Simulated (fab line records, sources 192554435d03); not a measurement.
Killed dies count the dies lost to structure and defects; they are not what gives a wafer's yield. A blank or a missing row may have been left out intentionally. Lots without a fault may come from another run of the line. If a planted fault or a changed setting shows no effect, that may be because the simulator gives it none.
Split-lot study / flow n5_finfet / 7 lots, 39 wafers read, on a route of 1938 steps

## THE SPLIT
At N5_MOL_CONTACT_COAG_ALD_131 (deposits SiO2, target thk 5 nm, pulse time 1 s, co reactant pulse time 1 s), the setting ald_cycles was moved away from the recipe's 35 on 12 of the 39 wafers read, by -8.6% to +11.4%. This setting was run at the recipe's value on the other wafers.

The split's own step is where the reading is taken.

## THE READING
SiO2_of_MOL_CONTACT_COAG_ALD_131.thk_nm (the simulator's own value, which no gauge read), in nm, at N5_MOL_CONTACT_COAG_ALD_131 (deposits SiO2, target thk 5 nm, pulse time 1 s, co reactant pulse time 1 s). No usual value for it is given in the file.

wafer=L078.1; tool, chamber at the split=ald_sin-04, 1,3,1; ald_cycles as run=39; against the recipe=+11.4%; SiO2_of_MOL_CONTACT_COAG_ALD_131.thk_nm, nm=5.6; against lot-mates on the recipe=+0.6
wafer=L078.4; tool, chamber at the split=ald_sin-04, 1,3,1; ald_cycles as run=39; against the recipe=+11.4%; SiO2_of_MOL_CONTACT_COAG_ALD_131.thk_nm, nm=5.6; against lot-mates on the recipe=+0.6
wafer=L078.6; tool, chamber at the split=ald_sin-04, 1,3,1; ald_cycles as run=39; against the recipe=+11.4%; SiO2_of_MOL_CONTACT_COAG_ALD_131.thk_nm, nm=5.6; against lot-mates on the recipe=+0.6
wafer=L078.2; tool, chamber at the split=ald_sin-04, 0,2,0; ald_cycles as run=35; against the recipe=recipe; SiO2_of_MOL_CONTACT_COAG_ALD_131.thk_nm, nm=5; against lot-mates on the recipe=-
wafer=L078.3; tool, chamber at the split=ald_sin-04, 0,2,0; ald_cycles as run=35; against the recipe=recipe; SiO2_of_MOL_CONTACT_COAG_ALD_131.thk_nm, nm=5; against lot-mates on the recipe=-
wafer=L078.5; tool, chamber at the split=ald_sin-04, 0,2,0; ald_cycles as run=35; against the recipe=recipe; SiO2_of_MOL_CONTACT_COAG_ALD_131.thk_nm, nm=5; against lot-mates on the recipe=-
wafer=L082.1; tool, chamber at the split=ald_sin-04, 3,2,1,0,1,0; ald_cycles as run=35; against the recipe=recipe; SiO2_of_MOL_CONTACT_COAG_ALD_131.thk_nm, nm=5; against lot-mates on the recipe=-
wafer=L082.2; tool, chamber at the split=ald_sin-04, 3,2,1,0,1,0; ald_cycles as run=35; against the recipe=recipe; SiO2_of_MOL_CONTACT_COAG_ALD_131.thk_nm, nm=5; against lot-mates on the recipe=-
wafer=L082.3; tool, chamber at the split=ald_sin-04, 3,2,1,0,1,0; ald_cycles as run=35; against the recipe=recipe; SiO2_of_MOL_CONTACT_COAG_ALD_131.thk_nm, nm=5; against lot-mates on the recipe=-
wafer=L082.4; tool, chamber at the split=ald_sin-04, 3,2,1,0,1,0; ald_cycles as run=35; against the recipe=recipe; SiO2_of_MOL_CONTACT_COAG_ALD_131.thk_nm, nm=5; against lot-mates on the recipe=-
wafer=L082.5; tool, chamber at the split=ald_sin-04, 3,2,1,0,1,0; ald_cycles as run=35; against the recipe=recipe; SiO2_of_MOL_CONTACT_COAG_ALD_131.thk_nm, nm=5; against lot-mates on the recipe=-
wafer=L082.6; tool, chamber at the split=ald_sin-04, 3,2,1,0,1,0; ald_cycles as run=35; against the recipe=recipe; SiO2_of_MOL_CONTACT_COAG_ALD_131.thk_nm, nm=5; against lot-mates on the recipe=-
wafer=L085.1; tool, chamber at the split=ald_sin-03, 0,1,1; ald_cycles as run=38; against the recipe=+8.6%; SiO2_of_MOL_CONTACT_COAG_ALD_131.thk_nm, nm=5.4; against lot-mates on the recipe=+0.4
wafer=L085.3; tool, chamber at the split=ald_sin-03, 0,1,1; ald_cycles as run=38; against the recipe=+8.6%; SiO2_of_MOL_CONTACT_COAG_ALD_131.thk_nm, nm=5.4; against lot-mates on the recipe=+0.4
wafer=L085.6; tool, chamber at the split=ald_sin-03, 0,1,1; ald_cycles as run=38; against the recipe=+8.6%; SiO2_of_MOL_CONTACT_COAG_ALD_131.thk_nm, nm=5.4; against lot-mates on the recipe=+0.4
wafer=L085.2; tool, chamber at the split=ald_sin-03, 2,3,0; ald_cycles as run=35; against the recipe=recipe; SiO2_of_MOL_CONTACT_COAG_ALD_131.thk_nm, nm=5; against lot-mates on the recipe=-
wafer=L085.4; tool, chamber at the split=ald_sin-03, 2,3,0; ald_cycles as run=35; against the recipe=recipe; SiO2_of_MOL_CONTACT_COAG_ALD_131.thk_nm, nm=5; against lot-mates on the recipe=-
wafer=L085.5; tool, chamber at the split=ald_sin-03, 2,3,0; ald_cycles as run=35; against the recipe=recipe; SiO2_of_MOL_CONTACT_COAG_ALD_131.thk_nm, nm=5; against lot-mates on the recipe=-
wafer=L093.1; tool, chamber at the split=ald_sin-04, 0,3,1,2,3,2; ald_cycles as run=35; against the recipe=recipe; SiO2_of_MOL_CONTACT_COAG_ALD_131.thk_nm, nm=5; against lot-mates on the recipe=-
wafer=L093.2; tool, chamber at the split=ald_sin-04, 0,3,1,2,3,2; ald_cycles as run=35; against the recipe=recipe; SiO2_of_MOL_CONTACT_COAG_ALD_131.thk_nm, nm=5; against lot-mates on the recipe=-
wafer=L093.3; tool, chamber at the split=ald_sin-04, 0,3,1,2,3,2; ald_cycles as run=35; against the recipe=recipe; SiO2_of_MOL_CONTACT_COAG_ALD_131.thk_nm, nm=5; against lot-mates on the recipe=-
wafer=L093.4; tool, chamber at the split=ald_sin-04, 0,3,1,2,3,2; ald_cycles as run=35; against the recipe=recipe; SiO2_of_MOL_CONTACT_COAG_ALD_131.thk_nm, nm=5; against lot-mates on the recipe=-
wafer=L093.5; tool, chamber at the split=ald_sin-04, 0,3,1,2,3,2; ald_cycles as run=35; against the recipe=recipe; SiO2_of_MOL_CONTACT_COAG_ALD_131.thk_nm, nm=5; against lot-mates on the recipe=-
wafer=L093.6; tool, chamber at the split=ald_sin-04, 0,3,1,2,3,2; ald_cycles as run=35; against the recipe=recipe; SiO2_of_MOL_CONTACT_COAG_ALD_131.thk_nm, nm=5; against lot-mates on the recipe=-
wafer=L095.1; tool, chamber at the split=ald_sin-04, 0,3,0; ald_cycles as run=35; against the recipe=recipe; SiO2_of_MOL_CONTACT_COAG_ALD_131.thk_nm, nm=5; against lot-mates on the recipe=-
wafer=L095.4; tool, chamber at the split=ald_sin-04, 0,3,0; ald_cycles as run=35; against the recipe=recipe; SiO2_of_MOL_CONTACT_COAG_ALD_131.thk_nm, nm=5; against lot-mates on the recipe=-
wafer=L095.6; tool, chamber at the split=ald_sin-04, 0,3,0; ald_cycles as run=35; against the recipe=recipe; SiO2_of_MOL_CONTACT_COAG_ALD_131.thk_nm, nm=5; against lot-mates on the recipe=-
wafer=L095.2; tool, chamber at the split=ald_sin-04, 2,1,1; ald_cycles as run=32; against the recipe=-8.6%; SiO2_of_MOL_CONTACT_COAG_ALD_131.thk_nm, nm=4.6; against lot-mates on the recipe=-0.4
wafer=L095.3; tool, chamber at the split=ald_sin-04, 2,1,1; ald_cycles as run=32; against the recipe=-8.6%; SiO2_of_MOL_CONTACT_COAG_ALD_131.thk_nm, nm=4.6; against lot-mates on the recipe=-0.4
wafer=L095.5; tool, chamber at the split=ald_sin-04, 2,1,1; ald_cycles as run=32; against the recipe=-8.6%; SiO2_of_MOL_CONTACT_COAG_ALD_131.thk_nm, nm=4.6; against lot-mates on the recipe=-0.4
wafer=L094.1; tool, chamber at the split=ald_sin-03, 2,3,1; ald_cycles as run=35; against the recipe=recipe; SiO2_of_MOL_CONTACT_COAG_ALD_131.thk_nm, nm=5; against lot-mates on the recipe=-
wafer=L094.4; tool, chamber at the split=ald_sin-03, 2,3,1; ald_cycles as run=35; against the recipe=recipe; SiO2_of_MOL_CONTACT_COAG_ALD_131.thk_nm, nm=5; against lot-mates on the recipe=-
wafer=L094.5; tool, chamber at the split=ald_sin-03, 2,3,1; ald_cycles as run=35; against the recipe=recipe; SiO2_of_MOL_CONTACT_COAG_ALD_131.thk_nm, nm=5; against lot-mates on the recipe=-
wafer=L094.2; tool, chamber at the split=ald_sin-03, 0,1; ald_cycles as run=37; against the recipe=+5.7%; SiO2_of_MOL_CONTACT_COAG_ALD_131.thk_nm, nm=5.4; against lot-mates on the recipe=+0.4
wafer=L094.3; tool, chamber at the split=ald_sin-03, 0,1; ald_cycles as run=37; against the recipe=+5.7%; SiO2_of_MOL_CONTACT_COAG_ALD_131.thk_nm, nm=5.4; against lot-mates on the recipe=+0.4
wafer=L094.6; tool, chamber at the split=ald_sin-03, 2; ald_cycles as run=37; against the recipe=+5.7%; SiO2_of_MOL_CONTACT_COAG_ALD_131.thk_nm, nm=5.2; against lot-mates on the recipe=+0.2
wafer=L097.4; tool, chamber at the split=ald_sin-03, 3,0,1; ald_cycles as run=35; against the recipe=recipe; SiO2_of_MOL_CONTACT_COAG_ALD_131.thk_nm, nm=5; against lot-mates on the recipe=-
wafer=L097.5; tool, chamber at the split=ald_sin-03, 3,0,1; ald_cycles as run=35; against the recipe=recipe; SiO2_of_MOL_CONTACT_COAG_ALD_131.thk_nm, nm=5; against lot-mates on the recipe=-
wafer=L097.6; tool, chamber at the split=ald_sin-03, 3,0,1; ald_cycles as run=35; against the recipe=recipe; SiO2_of_MOL_CONTACT_COAG_ALD_131.thk_nm, nm=5; against lot-mates on the recipe=-
The file does not say which wafer passed through which chamber wherever a row lists several chambers: such a row stands for several wafers.

THE FIT
A straight line over all 39 wafers: SiO2_of_MOL_CONTACT_COAG_ALD_131.thk_nm changes by +0.05 nm for each +1% of ald_cycles; r = +0.99; the points scatter about the line by 0.033 nm.
The same after taking each lot's own level away (the mean of its wafers on the recipe; 39 wafers): +0.05 nm for each +1%; r = +0.99; scatter 0.033 nm.
On that fit, the largest move of ald_cycles shifts the reading by 0.57 nm.
The lots' own levels span 5.00 to 5.00 nm.
The two slopes agree, so the slope changes little with the lot-to-lot level.
Check: with one of the wafers moved furthest among these (+11.4%) left out of the fit, the line predicts +0.574 nm for it against its lot-mates. It came out at +0.6 nm against them.

## OTHER SPLITS ON THESE WAFERS
Other splits were also applied to these wafers ahead of the reading. Each is held against what the fit with the lots' levels taken away leaves over:
other split on the same wafers=N5_GATE_CUT_EXPOSE_10 dose_mj; wafers away from the commonest value=15; r with SiO2_of_MOL_CONTACT_COAG_ALD_131.thk_nm (lot level and that fit taken away)=-0.35
other split on the same wafers=N5_MOL_CONTACT_COAG_CONTACT_ETCH_14 source_w; wafers away from the commonest value=18; r with SiO2_of_MOL_CONTACT_COAG_ALD_131.thk_nm (lot level and that fit taken away)=+0.07

## FILE'S OWN FIT
SiO2_of_MOL_CONTACT_COAG_ALD_131.thk_nm changes by +0.0504 nm for each +1% of ald_cycles, r = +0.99.
